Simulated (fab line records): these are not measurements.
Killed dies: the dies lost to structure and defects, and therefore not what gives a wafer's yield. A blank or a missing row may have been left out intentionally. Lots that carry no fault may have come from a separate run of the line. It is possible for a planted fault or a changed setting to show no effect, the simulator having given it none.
The tool behind it: which one? :: flow n5Finfet :: 30 wafers from 10 lots sampled at 4 of the route's 1938 steps

== WHAT THE GAUGES READ, wafer by wafer ==
N5_BEOL_M4_RC_MEAS_101.
lot: L289
measured: day 8 21:15
on: prober-02
DIBL_N (mV/V): 34.6 33.6 33.5

lot: L290
measured: day 8 21:51
on: prober-01
DIBL_N (mV/V): 39.1 36.2 35.8

lot: L292
measured: day 9 23:35
on: prober-01
DIBL_N (mV/V): 37.4 38.0 38.5

lot: L294
measured: day 10 03:35
on: prober-01
DIBL_N (mV/V): 36.4 34.6 35.0

lot: L298
measured: day 11 04:19
on: prober-02
DIBL_N (mV/V): 35.8 38.2 35.3

lot: L299
measured: day 11 11:53
on: prober-02
DIBL_N (mV/V): 36.6 38.0 30.6

lot: L305
measured: day 13 13:41
on: prober-02
DIBL_N (mV/V): 36.5 40.5 36.9

lot: L310
measured: day 13 20:39
on: prober-01
DIBL_N (mV/V): 40.1 36.2 37.9

lot: L309
measured: day 13 21:25
on: prober-01
DIBL_N (mV/V): 36.4 39.7 34.3

lot: L311
measured: day 14 06:51
on: prober-02
DIBL_N (mV/V): 37.1 30.4 34.0

== WHAT TOOL EACH LOT RAN ON (gives the tool, then ch and the chambers of the sampled wafers, and finally the start) ==
lot: L289
N5_BEOL_M4_SURFACE_TREAT_85: pvdSputter-03, day 8 17:29
N5_BEOL_M4_ANNEAL_89: pvdSputter-02, day 8 18:45
N5_BEOL_M4_CO_CAP_55: cvdCo-02 ch 0,1, day 8 20:25

lot: L290
N5_BEOL_M4_SURFACE_TREAT_85: pvdSputter-02, day 8 17:45
N5_BEOL_M4_ANNEAL_89: pvdSputter-01, day 8 19:13
N5_BEOL_M4_CO_CAP_55: cvdCo-01 ch 0,2, day 8 20:53

lot: L292
N5_BEOL_M4_SURFACE_TREAT_85: pvdSputter-02, day 9 20:15
N5_BEOL_M4_ANNEAL_89: pvdSputter-02, day 9 21:32
N5_BEOL_M4_CO_CAP_55: cvdCo-02 ch 0,1,2, day 9 23:12

lot: L294
N5_BEOL_M4_SURFACE_TREAT_85: pvdSputter-03, day 9 23:58
N5_BEOL_M4_ANNEAL_89: pvdSputter-02, day 10 01:09
N5_BEOL_M4_CO_CAP_55: cvdCo-01 ch 0,1,2, day 10 02:55

lot: L298
N5_BEOL_M4_SURFACE_TREAT_85: pvdSputter-01, day 11 00:59
N5_BEOL_M4_ANNEAL_89: pvdSputter-03, day 11 02:19
N5_BEOL_M4_CO_CAP_55: cvdCo-02 ch 1,2, day 11 04:03

lot: L299
N5_BEOL_M4_SURFACE_TREAT_85: pvdSputter-03, day 11 06:57
N5_BEOL_M4_ANNEAL_89: pvdSputter-01, day 11 09:40
N5_BEOL_M4_CO_CAP_55: cvdCo-01 ch 0,1,2, day 11 11:38

lot: L305
N5_BEOL_M4_SURFACE_TREAT_85: pvdSputter-01, day 13 09:27
N5_BEOL_M4_ANNEAL_89: pvdSputter-01, day 13 11:11
N5_BEOL_M4_CO_CAP_55: cvdCo-01 ch 0,1,2, day 13 13:26

lot: L310
N5_BEOL_M4_SURFACE_TREAT_85: pvdSputter-03, day 13 16:53
N5_BEOL_M4_ANNEAL_89: pvdSputter-02, day 13 18:15
N5_BEOL_M4_CO_CAP_55: cvdCo-01 ch 0,1,2, day 13 20:06

lot: L309
N5_BEOL_M4_SURFACE_TREAT_85: pvdSputter-03, day 13 17:24
N5_BEOL_M4_ANNEAL_89: pvdSputter-01, day 13 18:50
N5_BEOL_M4_CO_CAP_55: cvdCo-01 ch 0,1,2, day 13 20:36

lot: L311
N5_BEOL_M4_SURFACE_TREAT_85: pvdSputter-03, day 14 03:17
N5_BEOL_M4_ANNEAL_89: pvdSputter-03, day 14 04:48
N5_BEOL_M4_CO_CAP_55: cvdCo-02 ch 0,1,2, day 14 06:28
- N5_BEOL_M4_SURFACE_TREAT_85
- N5_BEOL_M4_ANNEAL_89: time 240 s.
- N5_BEOL_M4_CO_CAP_55: material Co, precursor CCTBA/H2, target thk 2 nm, time 102.1 s.

== THE ANSWER, worked out from the rows above alone ==
Rule: what is usual is taken from the lots themselves. The widest of any qualifying gaps counts: lots, ordered by their means at a reading, are off when they make up no more than a third of the lots, leave a main group of 4 or more, and stand apart from it by 3 or more times the standard deviation of that group's means. Not used: any main group whose means are identical at the precision the tables above print for the reading. A lot without any number at a reading at which 4 lots or more have one is off too. The other lots that the step has rows for count as sound.
None of the lots is off at any reading shown; this tells nothing.

== WHAT WAS PUT IN BY THE SIMULATOR ==
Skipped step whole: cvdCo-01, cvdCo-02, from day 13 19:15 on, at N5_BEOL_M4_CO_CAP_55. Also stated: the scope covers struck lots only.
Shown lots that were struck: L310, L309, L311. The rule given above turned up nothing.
